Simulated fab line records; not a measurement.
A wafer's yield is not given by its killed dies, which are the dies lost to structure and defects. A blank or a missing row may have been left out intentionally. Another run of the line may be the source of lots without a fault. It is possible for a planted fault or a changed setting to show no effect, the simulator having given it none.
The tool behind it: which one? || flow n5 finfet || Sampling: 6 lots, 17 wafers, 2 of 1938 route steps

## WHAT THE GAUGES SHOWED, per wafer
N5_PASSIVATION_CD_MEAS_10: target cd 3000 nm.
{"lot": "L673", "measured": "day 12 10:20", "on": "cd sem-02", "cd nm (nm)": "3000.7 2998.7 3000.1"}
{"lot": "L676", "measured": "day 13 01:38", "on": "cd sem-01", "cd nm (nm)": "2997.9 2999.0 3000.0"}
{"lot": "L678", "measured": "day 13 15:19", "on": "cd sem-03", "cd nm (nm)": "3001.3 3001.6 3001.3"}
{"lot": "L680", "measured": "day 13 15:05", "on": "cd sem-02", "cd nm (nm)": "2996.8 2995.3 2998.7"}
{"lot": "L682", "measured": "day 14 19:54", "on": "cd sem-01", "cd nm (nm)": "2997.2 3001.4 2999.3"}
{"lot": "L689", "measured": "day 16 11:46", "on": "cd sem-03", "cd nm (nm)": "3000.2 2998.8"}

## TOOL THAT RAN EACH LOT (tool first, then ch and the chambers of the sampled wafers, then the start)
{"lot": "L673", "N5_HKMG_FIN_CMP_23": "cmp-04 ch 1,2, day 4 20:37"}
{"lot": "L676", "N5_HKMG_FIN_CMP_23": "cmp-04 ch 0,1,3, day 5 13:13"}
{"lot": "L678", "N5_HKMG_FIN_CMP_23": "cmp-02 ch 0,1,3, day 6 00:43"}
{"lot": "L680", "N5_HKMG_FIN_CMP_23": "cmp-02 ch 1,2,3, day 6 18:03"}
{"lot": "L682", "N5_HKMG_FIN_CMP_23": "cmp-02 ch 2,3, day 7 09:43"}
{"lot": "L689", "N5_HKMG_FIN_CMP_23": "cmp-04 ch 1,3, day 8 20:24"}
- N5_HKMG_FIN_CMP_23: polishes, stops on SiNx, t overpolish 10 s, target thk 46.326 nm.

## THE ANSWER, worked out from the rows above alone
Rule: usual is defined by the lots themselves. Put in order of their means at a reading, lots are off if they are a third of the lots or fewer, leave a main group of 4 or more, and stand apart from it by a gap of 3 or more times the standard deviation of the main group's means; of several such gaps the widest counts. The tables above print the reading to a certain number of digits; a main group whose means all agree to those digits is not used. Also off: a lot with no number at a reading for which 4 or more lots have one. The other lots that the step has rows for count as sound.
No lot is off on any of the readings shown, so nothing can be concluded from this.

## WHAT HAD BEEN PUT IN BY THE SIMULATOR
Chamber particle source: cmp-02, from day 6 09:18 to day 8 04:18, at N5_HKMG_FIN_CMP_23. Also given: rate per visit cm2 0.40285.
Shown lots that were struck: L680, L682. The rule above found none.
